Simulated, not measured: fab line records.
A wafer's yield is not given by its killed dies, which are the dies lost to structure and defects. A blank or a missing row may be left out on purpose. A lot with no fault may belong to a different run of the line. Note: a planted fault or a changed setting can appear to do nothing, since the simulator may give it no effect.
Chamber matching / flow nand_harc / ald_metal-02 running NHARC_P_CONTACT_ALD_22: 4 sister chambers
The step deposits TiN, target thk 3 nm, pulse time 1 s, ald cycles 150. 20 wafers are shown with their chamber, then 10 later ones without.

## WAFERS WITH THEIR CHAMBER
wafer=L077.3; chamber=0; heater_power_w (W)=1010; precursor_pulse_height_rel=0.981
wafer=L077.4; chamber=2; heater_power_w (W)=1105; precursor_pulse_height_rel=1.024
wafer=L077.6; chamber=3; heater_power_w (W)=1385; precursor_pulse_height_rel=1.039
wafer=L078.1; chamber=2; heater_power_w (W)=1124; precursor_pulse_height_rel=1.011
wafer=L078.3; chamber=3; heater_power_w (W)=1298; precursor_pulse_height_rel=0.990
wafer=L078.6; chamber=3; heater_power_w (W)=1336; precursor_pulse_height_rel=0.996
wafer=L078.2; chamber=1; heater_power_w (W)=1144; precursor_pulse_height_rel=0.998
wafer=L078.4; chamber=0; heater_power_w (W)=1010; precursor_pulse_height_rel=0.999
wafer=L078.5; chamber=0; heater_power_w (W)=991; precursor_pulse_height_rel=0.996
wafer=L081.1; chamber=1; heater_power_w (W)=1142; precursor_pulse_height_rel=1.016
wafer=L081.3; chamber=0; heater_power_w (W)=978; precursor_pulse_height_rel=0.990
wafer=L081.5; chamber=0; heater_power_w (W)=1006; precursor_pulse_height_rel=0.985
wafer=L083.1; chamber=1; heater_power_w (W)=1116; precursor_pulse_height_rel=0.986
wafer=L083.3; chamber=0; heater_power_w (W)=1001; precursor_pulse_height_rel=1.024
wafer=L083.6; chamber=3; heater_power_w (W)=1361; precursor_pulse_height_rel=0.995
wafer=L090.2; chamber=1; heater_power_w (W)=1231; precursor_pulse_height_rel=1.017
wafer=L090.5; chamber=0; heater_power_w (W)=986; precursor_pulse_height_rel=0.987
wafer=L090.6; chamber=3; heater_power_w (W)=1347; precursor_pulse_height_rel=0.979
wafer=L091.1; chamber=3; heater_power_w (W)=1364; precursor_pulse_height_rel=0.940
wafer=L091.3; chamber=2; heater_power_w (W)=1145; precursor_pulse_height_rel=1.022

SIGNATURES, as means of the wafers listed above
reading=heater_power_w; chamber 0=997.43; chamber 1=1158.25; chamber 2=1124.67; chamber 3=1348.50; scatter within a chamber=29.3
reading=precursor_pulse_height_rel; chamber 0=0.99457; chamber 1=1.00425; chamber 2=1.01900; chamber 3=0.98983; scatter within a chamber=0.0211
Rule: for a wafer and a chamber, the distance is found by dividing, reading by reading, the gap between the wafer's reading and the chamber's mean by the reading's scatter, squaring, summing and taking the root. The wafer belongs to the nearest chamber; if the next one is less than 2 further off, it can't be placed. The scatter is the square root of a quotient: the sum, over the shown wafers, of each reading's squared deviation from its chamber's mean, divided by wafers minus chambers.

## WAFERS WITH NO CHAMBER GIVEN
wafer=L091.6; heater_power_w (W)=1339; precursor_pulse_height_rel=1.017
wafer=L095.1; heater_power_w (W)=1002; precursor_pulse_height_rel=0.973
wafer=L095.3; heater_power_w (W)=1138; precursor_pulse_height_rel=1.008
wafer=L095.4; heater_power_w (W)=1340; precursor_pulse_height_rel=0.954
wafer=L095.2; heater_power_w (W)=1195; precursor_pulse_height_rel=0.997
wafer=L095.5; heater_power_w (W)=1223; precursor_pulse_height_rel=0.994
wafer=L095.6; heater_power_w (W)=1019; precursor_pulse_height_rel=0.980
wafer=L097.2; heater_power_w (W)=1014; precursor_pulse_height_rel=0.966
wafer=L097.4; heater_power_w (W)=1176; precursor_pulse_height_rel=1.016
wafer=L097.5; heater_power_w (W)=1029; precursor_pulse_height_rel=0.991

## EACH ONE'S CHAMBER
wafer=L091.6; from the rows above=3; in truth=3
wafer=L095.1; from the rows above=0; in truth=0
wafer=L095.3; from the rows above=can't be placed: 2 or 1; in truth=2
wafer=L095.4; from the rows above=3; in truth=3
wafer=L095.2; from the rows above=can't be placed: 1 or 2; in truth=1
wafer=L095.5; from the rows above=can't be placed: 1 or 2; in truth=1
wafer=L095.6; from the rows above=0; in truth=0
wafer=L097.2; from the rows above=0; in truth=0
wafer=L097.4; from the rows above=can't be placed: 1 or 2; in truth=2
wafer=L097.5; from the rows above=0; in truth=0
6 of 10 placed correctly. From these rows, 4 cannot be placed; in 4 the true chamber is one of the candidates. Number placed wrongly: 0.
